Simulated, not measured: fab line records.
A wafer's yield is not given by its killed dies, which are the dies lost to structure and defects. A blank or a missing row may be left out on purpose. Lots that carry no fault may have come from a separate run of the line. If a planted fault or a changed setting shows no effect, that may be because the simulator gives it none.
Split-lot study    flow n5 finfet    39 wafers read across 7 lots, on a route 1938 steps long

## THE SPLIT
At N5_FIN_SAQP_ETCH_64 (etches SiO2 in CF4, target depth 1.5 nm), the setting bias w was moved away from the recipe's 400 W on 15 of the 39 wafers read, by -14.5% to +17.0%. All remaining wafers had this setting at the recipe value.

Reading taken at the split's own step.

## THE READING
etch.depth nm (the simulator's own value, which no gauge read), in nm, at N5_FIN_SAQP_ETCH_64 (etches SiO2 in CF4, target depth 1.5 nm). No usual value for it is given in the file. Across the 24 wafers here that went through the recipe, the average is 1.492 nm and the standard deviation 0.012 nm.

wafer   tool, chamber at the split  bias w as run, W  against the recipe  etch.depth nm, nm  against lot-mates on the recipe
L084.1  rie si-04, 1                400               recipe              1.492              -
L084.2  rie si-04, 2,0              400               recipe              1.493              -
L084.4  rie si-04, 2,0              400               recipe              1.493              -
L084.3  rie si-04, 3                400               recipe              1.499              -
L084.5  rie si-04, 1                400               recipe              1.504              -
L084.6  rie si-04, 0                400               recipe              1.49               -
L085.1  rie si-02, 2                400               recipe              1.5                -
L085.2  rie si-02, 3                342.1             -14.5%              1.394              -0.099
L085.3  rie si-02, 1                342.1             -14.5%              1.403              -0.090
L085.4  rie si-02, 0                400               recipe              1.498              -
L085.5  rie si-02, 1                400               recipe              1.482              -
L085.6  rie si-02, 2                342.1             -14.5%              1.428              -0.065
L086.1  rie si-04, 1                465               +16.3%              1.566              +0.075
L086.2  rie si-04, 3                465               +16.3%              1.576              +0.085
L086.3  rie si-04, 2                400               recipe              1.505              -
L086.4  rie si-04, 0                400               recipe              1.482              -
L086.5  rie si-04, 0                400               recipe              1.486              -
L086.6  rie si-04, 3                465               +16.3%              1.582              +0.091
L087.1  rie si-02, 3                400               recipe              1.459              -
L087.2  rie si-02, 0                468               +17.0%              1.567              +0.089
L087.3  rie si-02, 2                468               +17.0%              1.578              +0.100
L087.4  rie si-02, 1                400               recipe              1.501              -
L087.5  rie si-02, 3                400               recipe              1.475              -
L087.6  rie si-02, 2                468               +17.0%              1.577              +0.099
L090.1  rie si-02, 3                400               recipe              1.484              -
L090.2  rie si-02, 0                357.7             -10.6%              1.443              -0.052
L090.3  rie si-02, 2                400               recipe              1.498              -
L090.4  rie si-02, 1                400               recipe              1.502              -
L090.5  rie si-02, 0                357.7             -10.6%              1.442              -0.053
L090.6  rie si-02, 3                357.7             -10.6%              1.427              -0.068
L092.2  rie si-03, 2                400               recipe              1.5                -
L092.4  rie si-03, 0                400               recipe              1.491              -
L092.6  rie si-03, 1                400               recipe              1.516              -
L097.1  rie si-04, 0,1              371               -7.3%               1.449              -0.036
L097.6  rie si-04, 0,1              371               -7.3%               1.449              -0.036
L097.2  rie si-04, 1                400               recipe              1.48               -
L097.3  rie si-04, 3                400               recipe              1.492              -
L097.4  rie si-04, 2                371               -7.3%               1.466              -0.019
L097.5  rie si-04, 0                400               recipe              1.484              -
When a row names more than one chamber, that row covers several wafers, and the file does not tell which wafer ran in which chamber.

FIT RESULTS
A straight line over all 39 wafers: etch.depth nm changes by +0.00518 nm for each +1% of bias w; r = +0.97; the points scatter about the line by 0.011 nm.
The same after taking each lot's own level away (the mean of its wafers on the recipe; 39 wafers): +0.00544 nm for each +1%; r = +0.98; scatter 0.01 nm.
On that fit, the largest move of bias w shifts the reading by 0.093 nm.
Across the lots, their own levels run from 1.4783 to 1.5023 nm, a range of 2.1 times the standard deviation given above.
Hence the lot-to-lot level has little effect on the slope; both slopes agree.
Check: with one of the wafers moved furthest among these (+17.0%) left out of the fit, the line predicts +0.0932 nm for it against its lot-mates. It came out at +0.0887 nm against them.

## OTHER SPLITS ON THESE WAFERS
Note: prior to the reading, these wafers also went through further splits. Each is held against what the fit with the lots' levels taken away leaves over:
other split on the same wafers      wafers away from the commonest value  r with etch.depth nm (lot level and that fit taken away)
N5_FIN_SAQP_HM_DEP_72 target thk a  18                                    +0.28

## THE FILE'S OWN FIT
etch.depth nm changes by +0.00544 nm for each +1% of bias w, r = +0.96.
